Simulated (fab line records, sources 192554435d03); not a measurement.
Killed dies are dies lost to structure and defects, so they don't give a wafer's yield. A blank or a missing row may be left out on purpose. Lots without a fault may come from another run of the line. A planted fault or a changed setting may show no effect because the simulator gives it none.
Split-lot experiment | flow n5_finfet | 7 lots, 39 wafers read, on a route of 1938 steps

THE SPLIT
At N5_DUMMY_GATE_ETCH_32 (etches SiO2 in CF4, target depth 3.5 nm, time 3.9 s), the setting time_s was moved away from the recipe's 3.9 s on 15 of the 39 wafers read, by -12.8% to +23.9%. The other wafers ran this setting at the recipe's value.

The reading is taken at the split's own step.

THE READING
etch.depth_nm (the simulator's own value, which no gauge read), in nm, at N5_DUMMY_GATE_ETCH_32 (etches SiO2 in CF4, target depth 3.5 nm, time 3.9 s). The file gives no usual value for it. The 24 wafers here that ran the recipe average 3.496 nm, standard deviation 0.044 nm.

wafer  | tool, chamber at the split | time_s as run, s | against the recipe | etch.depth_nm, nm | against lot-mates on the recipe
L075.1 | rie_si-05, 2               | 3.9              | recipe             | 3.537             | -
L075.2 | rie_si-05, 0               | 3.9              | recipe             | 3.562             | -
L075.3 | rie_si-05, 3               | 3.406            | -12.7%             | 3.036             | -0.489
L075.4 | rie_si-05, 1               | 3.9              | recipe             | 3.476             | -
L075.5 | rie_si-05, 2               | 3.406            | -12.7%             | 3.07              | -0.455
L075.6 | rie_si-05, 3               | 3.406            | -12.7%             | 3.049             | -0.476
L083.1 | rie_si-03, 2               | 3.399            | -12.8%             | 3.009             | -0.509
L083.2 | rie_si-03, 3               | 3.9              | recipe             | 3.533             | -
L083.3 | rie_si-03, 1               | 3.399            | -12.8%             | 3.034             | -0.484
L083.4 | rie_si-03, 0               | 3.9              | recipe             | 3.56              | -
L083.5 | rie_si-03, 1               | 3.9              | recipe             | 3.46              | -
L083.6 | rie_si-03, 2               | 3.399            | -12.8%             | 3.012             | -0.506
L084.1 | rie_si-05, 1               | 4.141            | +6.2%              | 3.681             | +0.155
L084.2 | rie_si-05, 2               | 3.9              | recipe             | 3.542             | -
L084.3 | rie_si-05, 3               | 4.141            | +6.2%              | 3.707             | +0.181
L084.4 | rie_si-05, 0               | 3.9              | recipe             | 3.548             | -
L084.5 | rie_si-05, 1               | 3.9              | recipe             | 3.487             | -
L084.6 | rie_si-05, 0               | 4.141            | +6.2%              | 3.776             | +0.250
L086.1 | rie_si-01, 0               | 3.9              | recipe             | 3.437             | -
L086.2 | rie_si-01, 3               | 3.9              | recipe             | 3.46              | -
L086.4 | rie_si-01, 3               | 3.9              | recipe             | 3.508             | -
L092.1 | rie_si-05, 1               | 4.832            | +23.9%             | 4.26              | +0.770
L092.2 | rie_si-05, 3               | 3.9              | recipe             | 3.469             | -
L092.3 | rie_si-05, 0               | 4.832            | +23.9%             | 4.396             | +0.906
L092.4 | rie_si-05, 2               | 3.9              | recipe             | 3.538             | -
L092.5 | rie_si-05, 3               | 3.9              | recipe             | 3.462             | -
L092.6 | rie_si-05, 0               | 4.832            | +23.9%             | 4.392             | +0.902
L094.1 | rie_si-05, 2               | 4.148            | +6.4%              | 3.744             | +0.231
L094.2 | rie_si-05, 3               | 4.148            | +6.4%              | 3.709             | +0.196
L094.3 | rie_si-05, 0               | 4.148            | +6.4%              | 3.787             | +0.274
L094.4 | rie_si-05, 1               | 3.9              | recipe             | 3.472             | -
L094.5 | rie_si-05, 3               | 3.9              | recipe             | 3.505             | -
L094.6 | rie_si-05, 0               | 3.9              | recipe             | 3.563             | -
L097.1 | rie_si-03, 0               | 3.9              | recipe             | 3.517             | -
L097.2 | rie_si-03, 1               | 3.9              | recipe             | 3.434             | -
L097.3 | rie_si-03, 3               | 3.9              | recipe             | 3.493             | -
L097.4 | rie_si-03, 2               | 3.9              | recipe             | 3.425             | -
L097.5 | rie_si-03, 1               | 3.9              | recipe             | 3.427             | -
L097.6 | rie_si-03, 2               | 3.9              | recipe             | 3.487             | -

THE FIT
A straight line over all 39 wafers: etch.depth_nm changes by +0.036 nm for each +1% of time_s; r = +0.99; the points scatter about the line by 0.043 nm.
The same after taking each lot's own level away (the mean of its wafers on the recipe; 39 wafers): +0.0366 nm for each +1%; r = +0.99; scatter 0.039 nm.
On that fit, the largest move of time_s shifts the reading by 0.88 nm.
The lots' own levels span 3.4638 to 3.5257 nm, that is 1.4 times the standard deviation above.
So the lot-to-lot level changes the slope little: the two slopes agree.
Check: with one of the wafers moved furthest among these (+23.9%) left out of the fit, the line predicts +0.895 nm for it against its lot-mates. It came out at +0.77 nm against them.

OTHER SPLITS ON THESE WAFERS
These wafers also went through other splits before the reading. Each is held against what the fit with the lots' levels taken away leaves over:
other split on the same wafers | wafers away from the commonest value | r with etch.depth_nm (lot level and that fit taken away)
N5_FIN_SAQP_EXPOSE_13 dose_mj  | 18                                   | -0.21
N5_FIN_SAQP_ETCH_52 source_w   | 9                                    | +0.01

THE FILE'S OWN FIT
etch.depth_nm changes by +0.0365 nm for each +1% of time_s, r = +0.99.
